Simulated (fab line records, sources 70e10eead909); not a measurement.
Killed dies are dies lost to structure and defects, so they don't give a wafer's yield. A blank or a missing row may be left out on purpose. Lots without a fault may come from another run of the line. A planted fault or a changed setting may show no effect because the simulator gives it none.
Chamber matching | flow nand_harc | NHARC_A_M1_DEP_33 on pecvd-01: 3 sister chambers
The step deposits SiCN, target thk 30 nm. 6 wafers are shown with their chamber, then 12 later ones without.

WAFERS WITH THEIR CHAMBER
wafer  | chamber | heater_power_w (W)
L087.6 | 2       | 533
L087.1 | 2       | 532
L087.5 | 1       | 522
L093.1 | 0       | 557
L093.4 | 1       | 546
L093.6 | 0       | 564

WAFERS WITHOUT THEIR CHAMBER
wafer  | heater_power_w (W)
L093.2 | 543
L093.3 | 624
L093.5 | 645
L095.1 | 596
L095.4 | 461
L095.5 | 603
L094.1 | 665
L094.3 | 557
L094.4 | 576
L096.2 | 614
L096.3 | 528
L096.5 | 605

WHICH CHAMBER EACH WENT THROUGH
wafer  | from the rows above          | in truth
L093.2 | can't be placed: 1 or 2 or 0 | 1
L093.3 | 0                            | 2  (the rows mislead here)
L093.5 | 0                            | 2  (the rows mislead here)
L095.1 | 0                            | 0
L095.4 | can't be placed: 2 or 1      | 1
L095.5 | 0                            | 0
L094.1 | 0                            | 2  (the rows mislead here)
L094.3 | can't be placed: 0 or 1      | 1
L094.4 | 0                            | 0
L096.2 | 0                            | 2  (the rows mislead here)
L096.3 | can't be placed: 2 or 1      | 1
L096.5 | 0                            | 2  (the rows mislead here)
Placed correctly: 3 of 12. Can't be placed from these rows: 4 (the true chamber is among the candidates in 4). Placed wrongly: 5.
How it was worked out, from the rows above alone: a wafer's distance from a chamber is the root of the sum, over the readings, of the square of ((its reading less the chamber's mean) divided by the reading's scatter). The wafer belongs to the nearest chamber; if the next one is less than 2 further off, it can't be placed. A chamber's mean is the mean of its shown wafers. The scatter: the root of (the sum of the squares of (reading less its chamber's mean) over the shown wafers, divided by (wafers less chambers)).
